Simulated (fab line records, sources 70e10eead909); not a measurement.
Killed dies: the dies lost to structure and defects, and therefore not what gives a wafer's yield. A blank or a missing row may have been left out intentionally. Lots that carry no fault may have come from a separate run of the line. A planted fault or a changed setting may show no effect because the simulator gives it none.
Comparing a struck lot with a sound one -- flow nand harc -- 15 steps out of a route of 1302
Sound: these wafers, L555.1, L555.4, L555.6. Struck: wafer L566.1 (L566.2, L566.5, from the same lot, were not struck and are left out); the cause is given at the end.
Order at every step that has rows: each side's tool, ch and its chambers, its first start. Under that, the readings that differ: sound wafers -- struck wafers -- difference of the means -- sigmas: that difference in standard deviations of wafers without a fault.
alike: words and numbers the same on both sides, and readings whose means are apart by under 2 such deviations; not compared: readings that were withheld, readings missing a value for some wafer, numbers with overlapping values and no deviation given by the record, and bounds like >300 which may hide the same value.
A row with sigmas, a row that says differs or no value, or rows on one side alone: a step with any of these is where the two part. Numbers that have no deviation but don't overlap get no sigmas and don't part them. A reading missing from all wafers of one side parts the sides only when that side holds two or more wafers.

first, 8 steps without rows for these wafers: NHARC_A_CHANNEL_HOLE_D2_COAT_36 (time 75 s); NHARC_A_CHANNEL_HOLE_D2_COAT_37 (time 65 s); NHARC_A_CHANNEL_HOLE_D2_COAT_04 (resist thk 90 nm); NHARC_A_CHANNEL_HOLE_D2_SOFTBAKE_05 (time 55 s); NHARC_A_CHANNEL_HOLE_D2_EBR_06; NHARC_A_CHANNEL_HOLE_D2_EXPOSE_07 (exposes mask HOLE D2, target cd 100 nm); NHARC_A_CHANNEL_HOLE_D2_PEB_08 (peb time 65 s); NHARC_A_CHANNEL_HOLE_D2_DEVELOP_09 (develop time 35 s).
NHARC_A_CHANNEL_HOLE_D2_CD_MEAS_10 targets a cd of 100 nm.
  sound on cd sem-03 ch 0, day 12 23:16; struck on cd sem-02 ch 0, day 17 21:35
  alike: cd nm
NHARC_A_CHANNEL_HOLE_D2_OVL_MEAS_11:
  struck on overlay-02, day 17 21:40; sound on overlay-01, day 12 23:22
  alike: overlay x nm, overlay y nm
NHARC_A_CHANNEL_HOLE_D2_INSPECT_12:
  struck on defect inspect-01, day 17 21:43; sound on defect inspect-01, day 12 23:24
  alike: raw defect count
NHARC_A_CHANNEL_HOLE_D2_DESCUM_15: chemistry O2, time 3 s.
  sound on rie diel-13 ch 0,3, day 12 23:28; struck on rie diel-01 ch 2, day 17 21:47
  alike: drypump motor current A, oes product au, rf vpp V, showerhead plenum p Torr, throttle valve pct
  not compared: rf hours counter h
NHARC_A_CHANNEL_HOLE_D2_ETCH_38: etches the open film in CF4, target depth 39 nm, time 65 s.
  sound on rie diel-13 ch 0,1,2, day 12 23:35; struck on rie diel-01 ch 0, day 17 21:52
reading,sound,struck,difference,sigmas
oes product au (a.u.),1.015 1.003 0.995,0.786,-0.218,-28
showerhead plenum p Torr (Torr),1.68 1.76 1.84,1.89,+0.13,+2
  alike: drypump motor current A, rf vpp V, throttle valve pct
  not compared: rf hours counter h
NHARC_A_CHANNEL_HOLE_D2_ETCH_39: etches the open film in N2/H2, target depth 260 nm, time 325 s.
  sound: rie diel-13 ch 0,1,3; struck: rie diel-01 ch 3
  alike: drypump motor current A, oes product au, rf vpp V, showerhead plenum p Torr, throttle valve pct
  not compared: rf hours counter h
-- jump in the record: it breaks off in module A_CHANNEL_HOLE_D2 and resumes in module END (first step shown: number 1302 of the route), and 11 days separate the struck wafers' starts before and after --
NHARC_END_SORT_01:
  the record has rows for the struck wafers here (prober-01 ch 0, day 29 07:59) and none for the sound ones

== WHERE THEY PART ==
Earliest at NHARC_A_CHANNEL_HOLE_D2_ETCH_38; latest, in this record, at NHARC_END_SORT_01.

WHY: whatever the simulator had introduced
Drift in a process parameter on rie diel-01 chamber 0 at NHARC_A_CHANNEL_HOLE_D2_ETCH_38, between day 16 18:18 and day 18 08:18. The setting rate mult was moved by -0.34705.
